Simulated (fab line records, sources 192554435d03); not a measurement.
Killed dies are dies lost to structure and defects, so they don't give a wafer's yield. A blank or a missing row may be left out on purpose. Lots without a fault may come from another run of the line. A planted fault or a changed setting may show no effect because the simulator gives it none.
One fault seen from 2 desks | flow n5_finfet | each desk has only its own numbers; what lay behind them comes last

THE TOOL OWNER'S DESK: ald_metal-04
The tool's own readings at N5_BEOL_M11_ALD_74 (deposits TaN, target thk 2 nm, pulse time 2 s, purge time 3 s): means of the sampled wafers that have a number, for each lot that ran on this tool. A lot is out of limits, marked OUT, if its mean lies more than 4 standard deviations from the usual mean; the brackets give that distance.
Columns: A = heater_power_w at N5_BEOL_M11_ALD_74, usual 422 W
lot  | first seen here | A
L246 | day 12 16:19    | 432
L252 | day 14 12:16    | 421
L259 | day 15 12:33    | 436
L258 | day 16 05:24    | 411
L261 | day 16 19:30    | 400
This desk's finding: nothing out of limits on any of the 5 lots.

THE METROLOGY DESK
What the gauges read, lot by lot, whatever tool the lot ran on: means of the sampled wafers that have a number. A lot is out of limits, marked OUT, if its mean lies more than 4 standard deviations from the usual mean; the brackets give that distance. Of its 25 readings 7 are shown: those that lie furthest out on some lot.
Columns: A = COMB_M11 at N5_BEOL_M15_RC_MEAS_101, usual 1.5e-11 S/m; B = COMB_M5 at N5_BEOL_M15_RC_MEAS_101, usual 3.7e-11 S/m; C = SERP_M11 at N5_BEOL_M15_RC_MEAS_101, usual 3.10 ohm/um; D = SERP_M5 at N5_BEOL_M15_RC_MEAS_101, usual 38.9 ohm/um; E = SERP_M8 at N5_BEOL_M15_RC_MEAS_101, usual 13.6 ohm/um; F = SERP_M8_max_site at N5_BEOL_M15_RC_MEAS_101, usual 14.1 ohm/um; G = SERP_M9 at N5_BEOL_M15_RC_MEAS_101, usual 3.08 ohm/um
lot  | first seen here | A       | B       | C    | D    | E    | F    | G
L246 | day 13 21:29    | 1.6e-11 | 3.8e-11 | 3.13 | 38.3 | 13.5 | 14.1 | 3.15
L247 | day 14 04:46    | 1.9e-11 | 4.4e-11 | 3.17 | 36.7 | 13.3 | 13.8 | 3.13
L250 | day 14 08:33    | 1.4e-11 | 3.7e-11 | 3.03 | 40.6 | 13.9 | 14.5 | 3.08
L252 | day 15 15:07    | 1.6e-11 | 3.2e-11 | 3.06 | 39.7 | 14.4 | 14.9 | 3.07
L259 | day 16 13:15    | 1.6e-11 | 5.7e-11 | 3.10 | 44.4 | 14.7 | 15.3 | 3.07
L258 | day 17 02:21    | 2.1e-11 | 3.7e-11 | 3.12 | 37.7 | 13.3 | 13.8 | 3.10
L261 | day 17 18:14    | 2.2e-11 | 2.9e-11 | 2.96 | 38.5 | 13.1 | 13.6 | 3.26
L263 | day 18 06:19    | 2.0e-11 | 3.8e-11 | 3.10 | 39.8 | 13.3 | 13.7 | 3.01
This desk's finding: nothing out of limits on any of the 8 lots.

PUT TOGETHER
The tool owner's desk saw nothing out of limits.
The metrology desk saw nothing out of limits.

WHAT THE SIMULATOR HAD PUT IN
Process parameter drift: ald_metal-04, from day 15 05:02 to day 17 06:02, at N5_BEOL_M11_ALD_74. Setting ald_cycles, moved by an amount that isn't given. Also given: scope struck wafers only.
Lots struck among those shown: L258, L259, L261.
